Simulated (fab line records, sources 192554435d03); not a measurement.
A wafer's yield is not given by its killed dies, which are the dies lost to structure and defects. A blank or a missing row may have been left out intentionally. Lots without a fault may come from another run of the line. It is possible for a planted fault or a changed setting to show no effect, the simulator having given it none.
Lot-split experiment	flow n5Finfet	on a route of 1938 steps: 7 lots, 21 wafers read

ABOUT THE SPLIT
At N5_BEOL_M2_ETCH_64 (etches SOC in N2/H2, target depth 75 nm, overetch 22.5 nm, time 121.9 s), the setting biasW was moved away from the recipe's 150 W on 11 of the 21 wafers read, by -10.7% to +17.3%. This setting was run at the recipe's value on the other wafers.

The reading comes from the split's own step.

THE READING
rfVppV, in V, at N5_BEOL_M2_ETCH_64 (etches SOC in N2/H2, target depth 75 nm, overetch 22.5 nm, time 121.9 s). On this fab line, fault-free wafers typically give 522.6 V with a standard deviation of 2.1 V.

wafer	tool, chamber at the split	biasW as run, W	against the recipe	rfVppV, V	against lot-mates on the recipe
L074.3	rieDiel-06, 3	150	recipe	525.9	-
L074.5	rieDiel-06, 1	150	recipe	519.6	-
L074.6	rieDiel-06, 0	175.9	+17.3%	574.4	+51.6
L081.1	rieDiel-02, 3	140.6	-6.3%	502.0	-21.2
L081.2	rieDiel-02, 0	140.6	-6.3%	501.8	-21.4
L081.6	rieDiel-02, 0	150	recipe	523.2	-
L082.2	rieDiel-06, 3	150	recipe	525.2	-
L082.3	rieDiel-06, 1	165.5	+10.3%	562.5	+37.3
L082.4	rieDiel-06, 2	165.5	+10.3%	556.7	+31.5
L089.2	rieDiel-02, 1	150	recipe	523.2	-
L089.4	rieDiel-02, 3	150	recipe	523.3	-
L089.6	rieDiel-02, 1	150	recipe	523.1	-
L092.1	rieDiel-05, 0	157.1	+4.7%	537.5	+13.6
L092.3	rieDiel-05, 1	157.1	+4.7%	536.1	+12.2
L092.5	rieDiel-05, 3	150	recipe	523.9	-
L093.2	rieDiel-05, 0	133.9	-10.7%	485.1	-36.6
L093.4	rieDiel-05, 3	150	recipe	521.7	-
L093.6	rieDiel-05, 1	133.9	-10.7%	484.8	-36.9
L096.1	rieDiel-02, 2	150	recipe	521.4	-
L096.5	rieDiel-02, 0	137.3	-8.5%	494.7	-26.7
L096.6	rieDiel-02, 1	137.3	-8.5%	492.8	-28.6

THE FIT
A straight line over all 21 wafers: rfVppV changes by +3.32 V for each +1% of biasW; r = +1.00; the points scatter about the line by 2.4 V.
The same after taking each lot's own level away (the mean of its wafers on the recipe; 21 wafers): +3.22 V for each +1%; r = +1.00; scatter 1.9 V.
Per that fit: largest biasW move, reading shift of 56 V.
Across the lots, their own levels run from 521.40 to 525.20 V, a range of 1.8 times the standard deviation given above.
The two slopes are in agreement: the lot-to-lot level therefore moves the slope only a little.
Check: with one of the wafers moved furthest among these (+17.3%) left out of the fit, the line predicts +56.7 V for it against its lot-mates. Against them it came out at +51.6 V.
Tool readings at the split's step, against how far the setting was moved: rfVppV r = +1.00.

THESE WAFERS: OTHER SPLITS
Before the reading, these wafers also passed through other splits. Each is held against what the fit with the lots' levels taken away leaves over:
other split on the same wafers	wafers away from the commonest value	r with rfVppV (lot level and that fit taken away)
N5_BEOL_M0_SAQP_SPACER1_ALD_98 aldCycles	6	+0.06
N5_BEOL_M0_SAQP_ETCH_106 targetDepthA	10	-0.36
N5_BEOL_M0_ETCH_128 sourceW	3	+0.41
N5_BEOL_M1_ETCH_64 biasW	7	+0.20

THE WHOLE CHAIN: every reading that the file lists as answering this split, in the file's order
step	what it does	reading	change (the file's fit)	r (the file's)
N5_BEOL_M2_ETCH_64	etches SOC in N2/H2, target depth 75 nm, overetch 22.5 nm, time 121.9 s	rfVppV	+3.17 V for each +1% of the setting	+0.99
N5_BEOL_M2_ETCH_64	etches SOC in N2/H2, target depth 75 nm, overetch 22.5 nm, time 121.9 s	SiARC_of_BEOL_M2_COAT_62.thkNm (the simulator's own value, which no gauge read)	-0.0775 nm for each +1% of the setting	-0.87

FILE'S OWN FIT
rfVppV changes by +3.17 V for each +1% of biasW, r = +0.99.
